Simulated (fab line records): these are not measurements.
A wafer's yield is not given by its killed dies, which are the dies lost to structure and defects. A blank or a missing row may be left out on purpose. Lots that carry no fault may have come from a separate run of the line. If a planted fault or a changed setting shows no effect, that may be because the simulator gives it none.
The same fault as seen by 2 desks / flow n5_finfet / only its own numbers are on each desk; what lay behind them is given at the end

== AT THE TOOL OWNER'S DESK: rie_diel-05 ==
The tool's own readings at N5_BEOL_M14_STRIP_37 (strips in O2): means of the sampled wafers that have a number, for each lot that ran on this tool. Any lot whose mean is over 4 standard deviations away from the usual mean is out of limits and marked OUT; that distance is given in the brackets.
Columns: A = drypump_motor_current_A at N5_BEOL_M14_STRIP_37, usual 5.6 A; B = oes_product_au at N5_BEOL_M14_STRIP_37, usual 0.80 a.u.; C = rf_vpp_V at N5_BEOL_M14_STRIP_37, usual 3.7 V; D = showerhead_plenum_p_Torr at N5_BEOL_M14_STRIP_37, usual 2.10 Torr; E = throttle_valve_pct at N5_BEOL_M14_STRIP_37, usual 16.66 %
lot=L913; first seen here=day 11 23:37; A=5.7; B=0.87; C=4.0; D=2.10; E=16.40
lot=L921; first seen here=day 14 23:19; A=5.6; B=0.80; C=3.4; D=2.10; E=16.58
lot=L916; first seen here=day 14 23:29; A=5.4; B=0.84; C=2.2; D=2.12; E=16.42
lot=L924; first seen here=day 15 20:35; A=5.6; B=0.78; C=4.0; D=2.10; E=16.61
This desk's verdict: no lot among the 4 shows anything out of limits.

== AT THE METROLOGY DESK ==
What the gauges read, lot by lot, whatever tool the lot ran on: means of the sampled wafers that have a number. Any lot whose mean is over 4 standard deviations away from the usual mean is out of limits and marked OUT; that distance is given in the brackets.
Columns: A = PAD_OVL at N5_PASSIVATION_OVL_MEAS_63, usual -2 nm
lot=L912; first seen here=day 12 11:16; A=-2
lot=L913; first seen here=day 12 17:38; A=-3
lot=L918; first seen here=day 14 01:19; A=6
lot=L919; first seen here=day 14 13:14; A=-2
lot=L916; first seen here=day 15 15:35; A=-1
lot=L921; first seen here=day 15 16:04; A=-8
lot=L924; first seen here=day 16 15:20; A=2
lot=L932; first seen here=day 18 05:53; A=-6
lot=L930; first seen here=day 18 09:39; A=-4
lot=L935; first seen here=day 18 14:02; A=-8
lot=L934; first seen here=day 18 17:50; A=-7
This desk's verdict: no lot among the 11 shows anything out of limits.

== PUT TOGETHER ==
The desk of the tool owner found nothing out of limits.
At the metrology desk, nothing out of limits was observed.

== WHAT WAS PUT IN BY THE SIMULATOR ==
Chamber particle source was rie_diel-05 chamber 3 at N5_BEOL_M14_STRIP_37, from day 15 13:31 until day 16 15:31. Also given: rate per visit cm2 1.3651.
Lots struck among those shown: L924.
